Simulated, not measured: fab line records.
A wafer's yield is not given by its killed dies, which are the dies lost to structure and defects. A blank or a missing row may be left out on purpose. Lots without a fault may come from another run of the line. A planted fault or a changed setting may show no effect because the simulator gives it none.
Which of the tools did it? -- flow n5-finfet -- 33 wafers from 11 lots sampled at 5 of the route's 1938 steps

WHAT THE GAUGES READ, wafer by wafer
N5_BEOL_M4_RC_MEAS_101. Usual: DIBL_N 35.8 mV/V, standard deviation 1.4; DIBL_P 35.8 mV/V, standard deviation 1.6; IOFF_N 0.152 nA/um, standard deviation 0.021; IOFF_P 0.204 nA/um, standard deviation 0.027; ION_N 672 uA/um, standard deviation 8.7; ION_P 461 uA/um, standard deviation 6.2; SS_N 71.5 mV/dec, standard deviation 0.54; SS_P 73.1 mV/dec, standard deviation 0.57; VT_N 250.0 mV, standard deviation 2.5; VT_P -250.6 mV, standard deviation 2.7.
lot,measured,on,DIBL_N (mV/V),DIBL_P (mV/V),IOFF_N (nA/um),IOFF_P (nA/um),ION_N (uA/um),ION_P (uA/um),SS_N (mV/dec),SS_P (mV/dec),VT_N (mV),VT_P (mV),flag
L890,day 9 00:26,prober-01,36.7 35.8 35.3,38.0 37.4 36.7,0.175 0.163 0.156,0.212 0.192 0.185,683 692 680,463 462 461,72.8 72.6 72.0,73.2 72.9 72.8,251.0 249.6 250.9,-252.0 -252.6 -254.4,
L896,day 10 09:29,prober-02,36.6 36.0 33.9,37.1 37.2 34.4,0.160 0.155 0.123,0.233 0.227 0.188,679 671 679,465 467 468,71.1 71.5 71.0,72.5 73.1 72.1,248.2 247.8 251.9,-248.4 -247.3 -248.1,
L899,day 10 20:37,prober-01,35.6 34.4 34.8,36.9 34.9 35.8,0.159 0.133 0.145,0.212 0.189 0.194,676 665 669,462 458 453,71.4 71.6 71.4,73.7 73.2 73.6,249.7 252.8 250.5,-249.1 -250.6 -251.1,
L897,day 10 17:40,prober-02,37.8,39.7,0.184,0.225,672,456,71.7,73.4,248.0,-251.6,
L901,day 11 01:29,prober-01,36.2 35.8 35.5,36.1 35.8 34.8,0.148 0.143 0.141,0.185 0.178 0.175,660 672 667,450 460 459,71.7 71.3 71.3,73.4 73.4 73.7,250.4 250.5 252.3,-254.4 -254.1 -250.3,
L903,day 12 02:23,prober-02,34.7 36.9 35.3,35.6 38.5 36.8,0.136 0.163 0.153,0.187 0.233 0.212,669 663 670,458 461 464,71.7 71.9 71.3,72.2 73.4 73.0,250.8 249.7 247.0,-250.8 -249.8 -251.7,
L905,day 12 05:37,prober-02,34.4 34.2 34.6,35.1 34.7 34.9,0.130 0.122 0.126,0.181 0.163 0.170,669 657 659,459 454 455,71.3 70.9 71.3,72.5 72.5 72.5,252.1 253.9 254.7,-254.1 -255.6 -256.3,
L906,day 12 10:43,prober-02,36.3 36.6 37.8,33.7 34.8 36.4,0.125 0.138 0.153,0.179 0.205 0.223,666 664 669,450 463 467,71.3 70.9 71.6,72.8 73.0 72.8,251.2 248.9 249.4,-251.7 -248.7 -248.9,
L908,day 13 14:13,prober-02,34.4 37.6 36.8,32.6 37.1 35.8,0.107 0.159 0.135,0.163 0.227 0.200,665 670 660,465 465 457,71.2 71.1 72.2,72.1 73.9 73.2,252.2 249.6 253.0,-253.7 -247.9 -249.8,
L910,day 13 20:19,prober-01,37.1 37.5 37.0,36.6 37.4 37.1,0.175 0.194 0.192,0.236 0.260 0.255,681 680 692,469 468 478,71.5 71.4 70.6,73.4 74.0 73.7,250.5 246.3 244.7,-247.9 -245.3 -246.4,
L911,day 14 04:25,prober-02,36.5 36.4 36.7,34.4 34.3 34.6,0.165 0.173 0.174,0.203 0.205 0.209,681 680 670,463 457 466,71.1 71.3 71.8,74.1 72.7 73.6,247.6 247.0 247.0,-251.2 -249.2 -248.4,

TOOL THAT RAN EACH LOT (tool first, then ch and the chambers of the sampled wafers, then the start)
lot,N5_BEOL_M3_DEGAS_44,N5_BEOL_M3_SPUTTER_81,N5_BEOL_M3_ANNEAL_82,N5_BEOL_M3_ANNEAL_89
L890,"pvd-sputter-03, day 8 06:50","pvd-sputter-01, day 8 08:09","pvd-sputter-01, day 8 08:14","pvd-sputter-01, day 8 08:40"
L896,"pvd-sputter-02, day 9 16:17","pvd-sputter-02, day 9 17:37","pvd-sputter-02, day 9 17:42","pvd-sputter-02, day 9 18:08"
L899,"pvd-sputter-03, day 9 22:52","pvd-sputter-01, day 10 00:14","pvd-sputter-01, day 10 00:24","pvd-sputter-01, day 10 01:17"
L897,"pvd-sputter-01, day 9 22:52","pvd-sputter-03, day 9 23:51","pvd-sputter-03, day 9 23:56","pvd-sputter-03, day 10 00:22"
L901,"pvd-sputter-01, day 10 11:08","pvd-sputter-01, day 10 13:04","pvd-sputter-01, day 10 13:08","pvd-sputter-01, day 10 13:35"
L903,"pvd-sputter-03, day 11 10:32","pvd-sputter-02, day 11 12:02","pvd-sputter-02, day 11 12:07","pvd-sputter-02, day 11 12:33"
L905,"pvd-sputter-03, day 11 15:51","pvd-sputter-01, day 11 16:54","pvd-sputter-01, day 11 16:59","pvd-sputter-01, day 11 17:25"
L906,"pvd-sputter-03, day 11 16:08","pvd-sputter-02, day 11 17:43","pvd-sputter-02, day 11 17:47","pvd-sputter-02, day 11 18:14"
L908,"pvd-sputter-03, day 12 23:51","pvd-sputter-03, day 13 00:52","pvd-sputter-03, day 13 00:57","pvd-sputter-03, day 13 01:23"
L910,"pvd-sputter-03, day 13 05:57","pvd-sputter-03, day 13 06:59","pvd-sputter-03, day 13 07:04","pvd-sputter-03, day 13 07:31"
L911,"pvd-sputter-02, day 13 11:04","pvd-sputter-03, day 13 14:01","pvd-sputter-03, day 13 14:05","pvd-sputter-03, day 13 14:32"
- N5_BEOL_M3_DEGAS_44: time 60 s.
- N5_BEOL_M3_SPUTTER_81: material Cu, target thk 4.5 nm, time 8.29 s.
- N5_BEOL_M3_ANNEAL_82: time 240 s.
- N5_BEOL_M3_ANNEAL_89: time 240 s.

WHAT THE TOOLS THEMSELVES READ (means of the sampled wafers that have a number; where no wafer has one, the mark that the record gives instead)
N5_BEOL_M3_DEGAS_44. Usual: heater-power-w 332 W, standard deviation 29.
lot,tool,heater-power-w (W),flag
L890,pvd-sputter-03,336,
L896,pvd-sputter-02,338,
L899,pvd-sputter-03,313,
L897,pvd-sputter-01,335,
L901,pvd-sputter-01,333,
L903,pvd-sputter-03,336,
L905,pvd-sputter-03,334,
L906,pvd-sputter-03,336,
L908,pvd-sputter-03,347,
L910,pvd-sputter-03,328,
L911,pvd-sputter-02,335,

N5_BEOL_M3_SPUTTER_81. Usual: chamber-pressure-pa 0.07 Pa, standard deviation 0.00015; throttle-valve-pct 30.3 %, standard deviation 1.1.
lot,tool,chamber-pressure-pa (Pa),throttle-valve-pct (%),flag
L890,pvd-sputter-01,0.07,29.5,
L896,pvd-sputter-02,0.07,31.3,
L899,pvd-sputter-01,0.07,30.5,
L897,pvd-sputter-03,0.07,30.0,
L901,pvd-sputter-01,0.07,30.0,
L903,pvd-sputter-02,0.07,30.7,
L905,pvd-sputter-01,0.07,30.4,
L906,pvd-sputter-02,0.07,31.3,
L908,pvd-sputter-03,0.07,30.0,
L910,pvd-sputter-03,0.07,30.2,
L911,pvd-sputter-03,0.07,29.6,

N5_BEOL_M3_ANNEAL_82. Usual: heater-power-w 819 W, standard deviation 82; susceptor-temp-C 399.99 C, standard deviation 0.22.
lot,tool,heater-power-w (W),susceptor-temp-C (C),flag
L890,pvd-sputter-01,792,399.97,
L896,pvd-sputter-02,831,400.15,
L899,pvd-sputter-01,-,-,OFF
L897,pvd-sputter-03,-,-,OFF
L901,pvd-sputter-01,-,-,OFF
L903,pvd-sputter-02,838,400.04,
L905,pvd-sputter-01,764,399.85,
L906,pvd-sputter-02,905,400.10,
L908,pvd-sputter-03,851,400.03,
L910,pvd-sputter-03,819,399.92,
L911,pvd-sputter-03,824,399.95,

N5_BEOL_M3_ANNEAL_89. Usual: heater-power-w 820 W, standard deviation 79; susceptor-temp-C 400.00 C, standard deviation 0.23.
lot,tool,heater-power-w (W),susceptor-temp-C (C),flag
L890,pvd-sputter-01,806,399.85,
L896,pvd-sputter-02,835,400.16,
L899,pvd-sputter-01,744,399.97,
L897,pvd-sputter-03,847,399.98,
L901,pvd-sputter-01,827,399.87,
L903,pvd-sputter-02,839,399.87,
L905,pvd-sputter-01,767,400.14,
L906,pvd-sputter-02,903,400.09,
L908,pvd-sputter-03,843,400.03,
L910,pvd-sputter-03,823,400.10,
L911,pvd-sputter-03,821,399.94,

THE ANSWER, worked out from the rows above alone
Rule: take the mean of a lot's wafers that have a number; if it is more than 3 standard deviations from the usual mean, the lot is off. Also off: a lot with no number at a reading for which 4 or more lots have one. Any other lot the step has rows for is counted as sound. The gauges are gone through in route order, then the tools' own readings, and for those a lot's mean is taken as printed above. At the first step where some lot is off, the reading lying furthest off is the one used; lots without a number count as furthest.
Off: L899, L897, L901, at N5_BEOL_M3_ANNEAL_82 (heater-power-w). Without a number there: L899, L897, L901.
If a tool, at that step or one of the process steps before it, ran each lot that is off and ran no sound lot following the first of them, it fits. No candidate that was tried fits.

WHAT THE SIMULATOR PUT IN
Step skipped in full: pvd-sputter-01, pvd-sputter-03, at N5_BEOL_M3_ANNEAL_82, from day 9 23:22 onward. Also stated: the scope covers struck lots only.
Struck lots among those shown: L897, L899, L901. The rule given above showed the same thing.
